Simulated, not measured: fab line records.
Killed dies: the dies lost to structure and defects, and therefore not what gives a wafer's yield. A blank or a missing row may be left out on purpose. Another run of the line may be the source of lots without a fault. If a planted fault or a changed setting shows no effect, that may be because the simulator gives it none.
Which tool was responsible? -- flow nand harc -- 6 lots with 18 wafers sampled at 5 steps, on a route of 1159 steps

== WHAT THE GAUGES READ, wafer by wafer ==
NHARC_END_SORT_01.
lot,measured,on,killed at array
L421,day 20 16:11,prober-01,25 24 18
L426,day 22 03:57,prober-02,28 34 30
L431,day 23 07:53,prober-01,110 73 118

== WHAT TOOL EACH LOT RAN ON (gives the tool, then ch and the chambers of the sampled wafers, and finally the start) ==
lot,NHARC_A_CONTACT_ETCH_126,NHARC_THIN_TSV_ETCH_44,NHARC_THIN_TSV_DEP_47,NHARC_THIN_TSV_STRIP_56
L415,"har cap etch-02 ch 0,1, day 17 01:23","rie diel-03 ch 0,1,2, day 18 21:07","pecvd-01 ch 0,1, day 18 23:00","plasma asher-01 ch 0,1, day 19 03:59"
L420,"har cap etch-03 ch 0,1, day 17 13:31","rie diel-03 ch 1,2,3, day 19 08:30","pecvd-02 ch 0,1,2, day 19 10:04","plasma asher-01 ch 0,1, day 19 14:43"
L421,"har cap etch-01 ch 0,1, day 17 22:45","rie diel-06 ch 0,2,3, day 19 16:26","pecvd-02 ch 1,2, day 19 18:04","plasma asher-02 ch 0,1, day 19 22:52"
L425,"har cap etch-02 ch 0,1, day 18 23:25","rie diel-03 ch 1,2, day 20 15:10","pecvd-02 ch 0,2, day 20 16:50","plasma asher-01 ch 0,1, day 20 21:33"
L426,"har cap etch-03 ch 1, day 19 19:27","rie diel-06 ch 2,3, day 21 12:28","pecvd-02 ch 0,2, day 21 14:01","plasma asher-01 ch 0, day 21 18:40"
L431,"har cap etch-02 ch 0,1, day 20 10:10","rie diel-04 ch 0,1,2, day 22 19:17","pecvd-03 ch 0,1,2, day 22 20:59","plasma asher-01 ch 0,1, day 23 01:40"
- NHARC_A_CONTACT_ETCH_126: etches the open film in C4F8/O2/Ar, time 155 s, target depth 956 nm.
- NHARC_THIN_TSV_ETCH_44: etches the open film in CF4/O2, target depth 1594.2 nm, time 797.1 s.
- NHARC_THIN_TSV_DEP_47: deposits SiO2, target thk 200 nm.
- NHARC_THIN_TSV_STRIP_56: strips in O2.

== THE ANSWER, worked out from the rows above alone ==
Rule: the usual values come from the lots themselves. Put in order of their means at a reading, lots are off if they are a third of the lots or fewer, leave a main group of 4 or more, and stand apart from it by a gap of 3 or more times the standard deviation of the main group's means; of several such gaps the widest counts. A main group whose means are all the same, to the digits that the tables above print for the reading, isn't used. Also off: a lot with no number at a reading for which 4 or more lots have one. All remaining lots with rows at the step are treated as sound.
No lot is off at any reading shown: from this, nothing can be told.

== WHAT THE SIMULATOR HAD PUT IN ==
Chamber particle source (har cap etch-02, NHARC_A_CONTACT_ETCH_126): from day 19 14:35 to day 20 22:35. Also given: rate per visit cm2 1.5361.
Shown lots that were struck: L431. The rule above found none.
